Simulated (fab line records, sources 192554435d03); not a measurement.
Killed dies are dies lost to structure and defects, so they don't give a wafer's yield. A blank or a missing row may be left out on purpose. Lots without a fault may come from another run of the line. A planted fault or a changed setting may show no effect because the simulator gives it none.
Chamber matching | flow n5_finfet | N5_BEOL_M0_SAQP_DESCUM_45 on rie_diel-05: 4 sister chambers
The step chemistry O2, time 7 s. 4 wafers are shown with their chamber, then 7 later ones without.

WAFERS WITH THEIR CHAMBER
wafer  | chamber | showerhead_plenum_p_Torr (Torr)
L078.2 | 1       | 2.16
L083.1 | 2       | 1.99
L089.1 | 3       | 2.00
L089.3 | 0       | 2.06

WAFERS WITHOUT THEIR CHAMBER
wafer  | showerhead_plenum_p_Torr (Torr)
L089.6 | 2.15
L090.1 | 1.99
L090.3 | 2.15
L090.5 | 2.00
L097.3 | 2.14
L097.4 | 2.14
L097.5 | 1.99

WHICH CHAMBER EACH WENT THROUGH
wafer  | from the rows above     | in truth
L089.6 | 1                       | 1
L090.1 | can't be placed: 2 or 3 | 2
L090.3 | 1                       | 1
L090.5 | can't be placed: 3 or 2 | 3
L097.3 | 1                       | 1
L097.4 | 1                       | 1
L097.5 | can't be placed: 2 or 3 | 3
Placed correctly: 4 of 7. Can't be placed from these rows: 3 (the true chamber is among the candidates in 3). Placed wrongly: 0.
How it was worked out, from the rows above alone: a wafer's distance from a chamber is the root of the sum, over the readings, of the square of ((its reading less the chamber's mean) divided by the reading's scatter). The wafer belongs to the nearest chamber; if the next one is less than 2 further off, it can't be placed. A chamber's mean is the mean of its shown wafers. The scatter: with one shown wafer a chamber, the root of the mean of the squares of how far each hidden wafer lies from its nearest shown one.
